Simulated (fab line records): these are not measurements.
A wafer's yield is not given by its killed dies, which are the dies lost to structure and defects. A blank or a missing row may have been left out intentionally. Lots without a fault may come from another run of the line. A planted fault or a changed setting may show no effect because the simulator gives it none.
Check for tools in common -- flow nand harc -- 1 lot, 3 wafers sampled

## WHY THIS WAS OPENED
At NHARC_END_SORT_01 the reading killed at periphery is flagged on 1 of 1 lot. Fault-free wafers read 3.3, with a standard deviation of 2.2.
Rule: a lot gets a flag if all its wafers with a number sit over 4 standard deviations from that mean, or if no wafer of it has a number. As for the other lots, they are considered sound.

lot,measured,on,"killed at periphery, wafer by wafer",flag
L500,day 21 11:04,prober-02,653 641 653,FLAGGED
On average the flagged lots read 649.0, which is +645.7 against the usual, or +99 or more standard deviations.

## LOT BY LOT: THE TOOL USED
Before the reading, the record contains 2 process steps out of a 1159-step route. Every cell lists first the tool, next ch and the chambers used by the sampled wafers, and last the start.
lot,flag,NHARC_P_ZERO_WELL_EXPOSE_21,NHARC_P_ZERO_WELL_DESCUM_39
L500,FLAGGED,"krf scanner-02 ch 0, day 3 08:26","rie diel-11 ch 1,2,3, day 3 10:16"
What these steps do:
- NHARC_P_ZERO_WELL_EXPOSE_21: exposes mask P NWELL, target cd 720 nm.
- NHARC_P_ZERO_WELL_DESCUM_39: chemistry O2, time 3 s.
- NHARC_END_SORT_01

## FLAGGED OVER TOTAL, TOOL BY TOOL (the gauges that took the reading come last)
step,tool,lots run,flagged,share of the flagged lots,sound lots run after its first flagged lot
NHARC_P_ZERO_WELL_EXPOSE_21,krf scanner-02,1,1,all,0
NHARC_P_ZERO_WELL_DESCUM_39,rie diel-11,1,1,all,0
NHARC_END_SORT_01,prober-02,1,1,all,0

## WHAT IS ALLOWED BY THE TABLE
Rows of the table that ran every flagged lot, 3 in all: krf scanner-02 at NHARC_P_ZERO_WELL_EXPOSE_21, rie diel-11 at NHARC_P_ZERO_WELL_DESCUM_39, prober-02 at NHARC_END_SORT_01.
- krf scanner-02 at NHARC_P_ZERO_WELL_EXPOSE_21: 1 of its 1 lot flagged. Because this sample shows no sound lot run on it before its first flagged lot, the start cannot be pinned down more closely.
- rie diel-11 at NHARC_P_ZERO_WELL_DESCUM_39: 1 of its 1 lot flagged. Because this sample shows no sound lot run on it before its first flagged lot, the start cannot be pinned down more closely.
- prober-02 at NHARC_END_SORT_01: 1 of its 1 lot flagged. Because this sample shows no sound lot run on it before its first flagged lot, the start cannot be pinned down more closely.
A lot count leaves these 3 tools indistinguishable: every one of them fits a fault beginning at some hour. More lots, or a look at what each step does to the wafer, might.

## WHAT WAS PUT IN BY THE SIMULATOR
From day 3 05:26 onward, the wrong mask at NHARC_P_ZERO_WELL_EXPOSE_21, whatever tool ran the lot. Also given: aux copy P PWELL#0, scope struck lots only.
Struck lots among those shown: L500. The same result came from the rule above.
